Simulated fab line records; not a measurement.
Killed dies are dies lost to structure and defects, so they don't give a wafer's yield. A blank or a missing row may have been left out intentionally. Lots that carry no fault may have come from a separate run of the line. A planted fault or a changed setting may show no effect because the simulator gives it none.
Matching of chambers	flow n5-finfet	N5_PMOS_HMC_CHANNEL_EPI_ETCH_38 on rie-si-02 has 4 sister chambers
The step etches SiO2 in CF4, target depth 1.5 nm. 4 wafers are shown with their chamber, then 10 later ones without.

## WAFERS PAIRED WITH THEIR CHAMBERS
wafer	chamber	drypump-motor-current-A (A)
L083.2	1	5.7
L085.6	3	4.7
L086.2	2	5.3
L086.4	0	6.0

## WAFERS MISSING THEIR CHAMBER
wafer	drypump-motor-current-A (A)
L086.5	6.0
L088.3	5.7
L088.5	6.0
L088.6	5.6
L089.1	6.0
L089.5	6.1
L089.6	4.7
L097.1	5.7
L097.3	4.7
L097.4	6.0

## EACH ONE'S CHAMBER
wafer	from the rows above	in truth
L086.5	0	0
L088.3	1	1
L088.5	0	0
L088.6	1	1
L089.1	0	0
L089.5	0	0
L089.6	3	3
L097.1	1	1
L097.3	3	3
L097.4	0	0
Placed correctly: 10 of 10. From these rows, 0 cannot be placed. Wrongly placed: 0.
How it was worked out, from the rows above alone: a wafer's distance from a chamber is the root of the sum, over the readings, of the square of ((its reading less the chamber's mean) divided by the reading's scatter). If the next closest chamber is less than 2 further off than the closest, the wafer can't be placed; otherwise it belongs to the closest. A chamber's mean is the mean of its shown wafers. The scatter (one wafer shown for each chamber): square how far every hidden wafer sits from the nearest shown wafer, average those squares and take the square root.
